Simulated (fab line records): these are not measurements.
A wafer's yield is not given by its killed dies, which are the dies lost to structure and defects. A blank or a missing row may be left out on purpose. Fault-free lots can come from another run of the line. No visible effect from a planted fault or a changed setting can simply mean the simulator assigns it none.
Problem report, 8D (eight disciplines) form, completed by code | flow nand-harc | the parts of the form that need people (team, actions taken, sign-off) are left out

1. PROBLEM STATEMENT
Mean of killed-at-array at NHARC_END_SORT_01: 673 across 6 wafers in 2 lots; on wafers with no fault it is 54 (standard deviation 21). Measured from the usual mean, that is +29 standard deviations.
First observed at day 30 09:28: wafer L389.1, on prober-02. Wafers with a number at this step in the record: 42, from 14 lots. Rule for "out", or "out of limits": more than 4 standard deviations from the usual mean. The rest of the wafers with a number are treated as sound.

2. WHAT IT IS, AND WHAT IT ISN'T
question                    | is                           | is not
which readings at this step | killed-at-array, killed-dies | killed-at-other, killed-at-periphery, killed-open
which lots                  | L387, L389                   | L375, L377, L378, L379, L380, L391, L392, L393, L395, L396, L397, L398
which wafers of those lots  | all that have a number       | -
read on which gauges        | prober-02                    | prober-01
when                        | from day 30 09:28            | up to then (15 sound wafers); but 21 sound wafers of L391, L392, L393, L395, L396, L397, L398 came after

3. THE SUSPECTS, EACH WITH WHAT RULES IT OUT
Counting: a tool at any process step up to the reading remains a suspect when it ran all the lots that are out and ran no sound lot after the first of those.
- the gauge at NHARC_END_SORT_01: kept. All the wafers that are out were read on prober-02, and no step on other tools shows them out.
- acl-dep-01 at NHARC_A_SLIT_DEP_00 (deposits aC, target thk 6200 nm): ruled out as a lasting fault. After its first lot that is out, L389 (day 25 12:13), sound lots L396 ran on it.
After counting, what remains is prober-02 at NHARC_END_SORT_01.

4. THE CAUSE (what the simulator had put in)
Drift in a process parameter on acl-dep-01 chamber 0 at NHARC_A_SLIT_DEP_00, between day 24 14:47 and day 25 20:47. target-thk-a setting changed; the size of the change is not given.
Counting ruled it out, wrongly: the rule takes a fault to strike every lot that its tool runs from its start on, and this one did not.

5. THE CHAIN OF EFFECTS, in route order
Each row: a reading whose mean over the struck wafers that have a number lies more than 3 standard deviations from the usual. Scope: only readings with a usual standard deviation given in the record; hours: median across lots of the time from each lot's start at the first step in this table that gives one to its start at this step; sigmas: change in usual standard deviations.
hours | step              | reading         | usual | on struck wafers | change | sigmas
0     | NHARC_END_SORT_01 | killed-at-array | 54    | 673              | +619   | +29
0     | NHARC_END_SORT_01 | killed-dies     | 58    | 677              | +619   | +29

6. HOW IT WOULD HAVE BEEN CAUGHT EARLIER
139 hours passed between the start of the fault at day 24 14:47 and the first reading out of limits at a measuring or inspecting step in this record, taken at day 30 09:28.
No tool reading at NHARC_A_SLIT_DEP_00 that has a usual standard deviation in the record was out on any struck wafer, so an alarm limit of 4 standard deviations on those readings would not have fired.
